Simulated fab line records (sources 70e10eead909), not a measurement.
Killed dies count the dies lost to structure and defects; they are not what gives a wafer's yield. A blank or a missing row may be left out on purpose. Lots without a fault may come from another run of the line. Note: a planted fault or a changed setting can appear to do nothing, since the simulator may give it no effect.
Chamber matching | flow nand_harc | NHARC_P_M2_PRE_CLEAN_32 on pecvd-04: 3 sister chambers
The step time 12 s. 6 wafers are shown with their chamber, then 11 later ones without.

== WAFERS WITH THEIR CHAMBER ==
wafer  | chamber | heater_power_w (W)
L083.5 | 1       | 552
L083.6 | 2       | 623
L085.1 | 2       | 667
L085.3 | 0       | 568
L085.5 | 0       | 592
L085.2 | 1       | 561

== WAFERS WITHOUT THEIR CHAMBER ==
wafer  | heater_power_w (W)
L085.4 | 667
L085.6 | 539
L093.2 | 644
L093.4 | 573
L093.6 | 534
L093.1 | 521
L093.3 | 562
L093.5 | 645
L094.1 | 495
L094.3 | 533
L094.4 | 524

== EACH ONE'S CHAMBER ==
wafer  | from the rows above     | in truth
L085.4 | 2                       | 2
L085.6 | can't be placed: 1 or 0 | 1
L093.2 | 2                       | 2
L093.4 | can't be placed: 0 or 1 | 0
L093.6 | can't be placed: 1 or 0 | 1
L093.1 | can't be placed: 1 or 0 | 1
L093.3 | can't be placed: 1 or 0 | 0
L093.5 | 2                       | 2
L094.1 | can't be placed: 1 or 0 | 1
L094.3 | can't be placed: 1 or 0 | 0
L094.4 | can't be placed: 1 or 0 | 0
3 of 11 placed correctly. These rows do not allow placing 8 (true chamber among the candidates in 8). Number placed wrongly: 0.
How it was worked out, from the rows above alone: a wafer's distance from a chamber is the root of the sum, over the readings, of the square of ((its reading less the chamber's mean) divided by the reading's scatter). If the next closest chamber is less than 2 further off than the closest, the wafer can't be placed; otherwise it belongs to the closest. Each chamber's mean is taken over the wafers shown for it. The scatter: take each reading less its chamber's mean, square it, sum over the shown wafers, divide by the number of wafers less the number of chambers, and take the root.
